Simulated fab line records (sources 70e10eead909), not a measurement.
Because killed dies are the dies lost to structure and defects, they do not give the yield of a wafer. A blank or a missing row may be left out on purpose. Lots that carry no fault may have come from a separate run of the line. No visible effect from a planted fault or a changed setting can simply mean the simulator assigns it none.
Matching of chambers || flow nand_harc || NHARC_A_BONDPAD_DESCUM_11 on rie_diel-03: 4 sister chambers
The step chemistry O2, time 3 s. 4 wafers are shown with their chamber, then 7 later ones without.

WAFERS PAIRED WITH THEIR CHAMBERS
{"wafer": "L092.3", "chamber": 1, "showerhead_plenum_p_Torr (Torr)": 1.82}
{"wafer": "L092.4", "chamber": 2, "showerhead_plenum_p_Torr (Torr)": 1.93}
{"wafer": "L094.2", "chamber": 0, "showerhead_plenum_p_Torr (Torr)": 2.06}
{"wafer": "L094.3", "chamber": 3, "showerhead_plenum_p_Torr (Torr)": 2.00}

WAFERS MISSING THEIR CHAMBER
{"wafer": "L094.4", "showerhead_plenum_p_Torr (Torr)": 1.82}
{"wafer": "L093.1", "showerhead_plenum_p_Torr (Torr)": 1.93}
{"wafer": "L093.2", "showerhead_plenum_p_Torr (Torr)": 2.06}
{"wafer": "L093.6", "showerhead_plenum_p_Torr (Torr)": 1.82}
{"wafer": "L097.1", "showerhead_plenum_p_Torr (Torr)": 2.00}
{"wafer": "L097.3", "showerhead_plenum_p_Torr (Torr)": 1.81}
{"wafer": "L097.5", "showerhead_plenum_p_Torr (Torr)": 1.93}

CHAMBER TAKEN BY EACH
{"wafer": "L094.4", "from the rows above": 1, "in truth": 1}
{"wafer": "L093.1", "from the rows above": 2, "in truth": 2}
{"wafer": "L093.2", "from the rows above": 0, "in truth": 0}
{"wafer": "L093.6", "from the rows above": 1, "in truth": 1}
{"wafer": "L097.1", "from the rows above": 3, "in truth": 3}
{"wafer": "L097.3", "from the rows above": 1, "in truth": 1}
{"wafer": "L097.5", "from the rows above": 2, "in truth": 2}
7 of 7 placed correctly. Number that these rows cannot place: 0. Wrongly placed: 0.
How it was worked out, from the rows above alone: a wafer's distance from a chamber is the root of the sum, over the readings, of the square of ((its reading less the chamber's mean) divided by the reading's scatter). If the next closest chamber is less than 2 further off than the closest, the wafer can't be placed; otherwise it belongs to the closest. The mean given for a chamber averages the wafers shown for that chamber. The scatter: root of mean squared gap, hidden wafer to nearest shown wafer, with one shown wafer a chamber.
